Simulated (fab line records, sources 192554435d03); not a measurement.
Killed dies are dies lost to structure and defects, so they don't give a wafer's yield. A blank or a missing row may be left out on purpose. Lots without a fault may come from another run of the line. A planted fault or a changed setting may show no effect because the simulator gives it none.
One fault seen from 2 desks | flow n5_finfet | each desk has only its own numbers; what lay behind them comes last

THE TOOL OWNER'S DESK: wet_bench-02
The tool's own readings at N5_SDB_PRECLEAN_39 (cleans in O3/DIW, time 45 s): means of the sampled wafers that have a number, for each lot that ran on this tool. A lot is out of limits, marked OUT, if its mean lies more than 4 standard deviations from the usual mean; the brackets give that distance.
Columns: A = bath_heat_duty_pct at N5_SDB_PRECLEAN_39, usual 2.4 %
lot  | first seen here | A
L816 | day 4 14:31     | 2.0
L818 | day 5 00:04     | 3.0
L819 | day 5 06:41     | 2.3
L821 | day 5 19:28     | 2.5
L828 | day 7 12:50     | 2.6
L829 | day 7 18:03     | 2.4
This desk's finding: nothing out of limits on any of the 6 lots.

THE METROLOGY DESK
What the gauges read, lot by lot, whatever tool the lot ran on: means of the sampled wafers that have a number. A lot is out of limits, marked OUT, if its mean lies more than 4 standard deviations from the usual mean; the brackets give that distance.
Columns: A = cd_nm at N5_PASSIVATION_CD_MEAS_30, usual 3999.5 nm
lot  | first seen here | A
L814 | day 12 07:46    | 4000.7
L816 | day 12 16:52    | 3997.9
L817 | day 12 20:37    | 4000.8
L818 | day 13 03:22    | 3999.5
L819 | day 13 07:30    | 3996.7
L821 | day 14 08:43    | 3997.6
L825 | day 15 07:17    | 3998.9
L828 | day 15 10:49    | 4001.1
L830 | day 16 04:50    | 4000.9
L829 | day 16 04:54    | 4000.5
L834 | day 17 04:10    | 3998.3
L836 | day 17 20:02    | 4000.5
This desk's finding: nothing out of limits on any of the 12 lots.

PUT TOGETHER
The tool owner's desk saw nothing out of limits.
The metrology desk saw nothing out of limits.

WHAT THE SIMULATOR HAD PUT IN
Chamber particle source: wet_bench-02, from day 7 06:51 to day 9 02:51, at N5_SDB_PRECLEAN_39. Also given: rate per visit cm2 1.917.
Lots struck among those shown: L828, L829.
